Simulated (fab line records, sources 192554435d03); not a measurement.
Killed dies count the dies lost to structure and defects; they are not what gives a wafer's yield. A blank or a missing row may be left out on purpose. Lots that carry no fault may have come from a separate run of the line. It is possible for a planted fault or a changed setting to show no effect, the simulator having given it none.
Chamber matching | flow n5Finfet | N5_MIM_TOP_ETCH_STRIP_01 on rieDiel-06 has 4 sister chambers
The step strips in O2. 4 wafers are shown with their chamber, then 9 later ones without.

== WAFERS PAIRED WITH THEIR CHAMBERS ==
wafer  | chamber | drypumpMotorCurrentA (A)
L079.6 | 2       | 5.2
L081.2 | 1       | 5.9
L094.5 | 3       | 5.3
L094.6 | 0       | 5.7

== WAFERS WHOSE CHAMBER IS MISSING ==
wafer  | drypumpMotorCurrentA (A)
L096.1 | 5.2
L096.2 | 5.3
L096.4 | 5.9
L095.2 | 5.2
L095.4 | 5.8
L095.5 | 5.3
L097.4 | 5.9
L097.5 | 5.2
L097.6 | 5.9

== WHICH CHAMBER EACH WENT THROUGH ==
wafer  | from the rows above     | in truth
L096.1 | 2                       | 2
L096.2 | 3                       | 3
L096.4 | 1                       | 1
L095.2 | 2                       | 2
L095.4 | can't be placed: 0 or 1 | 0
L095.5 | 3                       | 3
L097.4 | 1                       | 1
L097.5 | 2                       | 2
L097.6 | 1                       | 1
Placed correctly: 8 of 9. Can't be placed from these rows: 1 (the true chamber is among the candidates in 1). 0 placed wrongly.
How it was worked out, from the rows above alone: a wafer's distance from a chamber is the root of the sum, over the readings, of the square of ((its reading less the chamber's mean) divided by the reading's scatter). If the next closest chamber is less than 2 further off than the closest, the wafer can't be placed; otherwise it belongs to the closest. A chamber's mean is the mean of its shown wafers. The scatter: root of mean squared gap, hidden wafer to nearest shown wafer, with one shown wafer a chamber.
